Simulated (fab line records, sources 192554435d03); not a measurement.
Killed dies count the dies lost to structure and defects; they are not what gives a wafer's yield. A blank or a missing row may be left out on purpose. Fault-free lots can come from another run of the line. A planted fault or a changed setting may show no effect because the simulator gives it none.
Matching of chambers	flow n5 finfet	pecvd-04 running N5_BEOL_M3_PECVD_72: 3 sister chambers
The step deposits SiO2 from TEOS/O2, target thk 16 nm, time 18 s. 3 wafers are shown with their chamber, then 8 later ones without.

WAFERS, EACH WITH ITS CHAMBER
wafer	chamber	throttle valve pct (%)
L633.4	1	24.7
L633.5	2	21.4
L635.1	0	22.8

WAFERS WITH NO CHAMBER GIVEN
wafer	throttle valve pct (%)
L635.2	24.9
L635.5	21.3
L634.1	24.7
L634.4	21.6
L634.6	24.7
L640.4	21.7
L640.5	22.9
L640.6	24.7

EACH ONE'S CHAMBER
wafer	from the rows above	in truth
L635.2	1	1
L635.5	2	2
L634.1	1	1
L634.4	2	2
L634.6	1	1
L640.4	2	2
L640.5	0	0
L640.6	1	1
Correct placement for 8 of the 8. Number that these rows cannot place: 0. Wrongly placed: 0.
How it was worked out, from the rows above alone: a wafer's distance from a chamber is the root of the sum, over the readings, of the square of ((its reading less the chamber's mean) divided by the reading's scatter). The wafer belongs to the nearest chamber; if the next one is less than 2 further off, it can't be placed. Each chamber's mean is taken over the wafers shown for it. The scatter: with one shown wafer a chamber, the root of the mean of the squares of how far each hidden wafer lies from its nearest shown one.
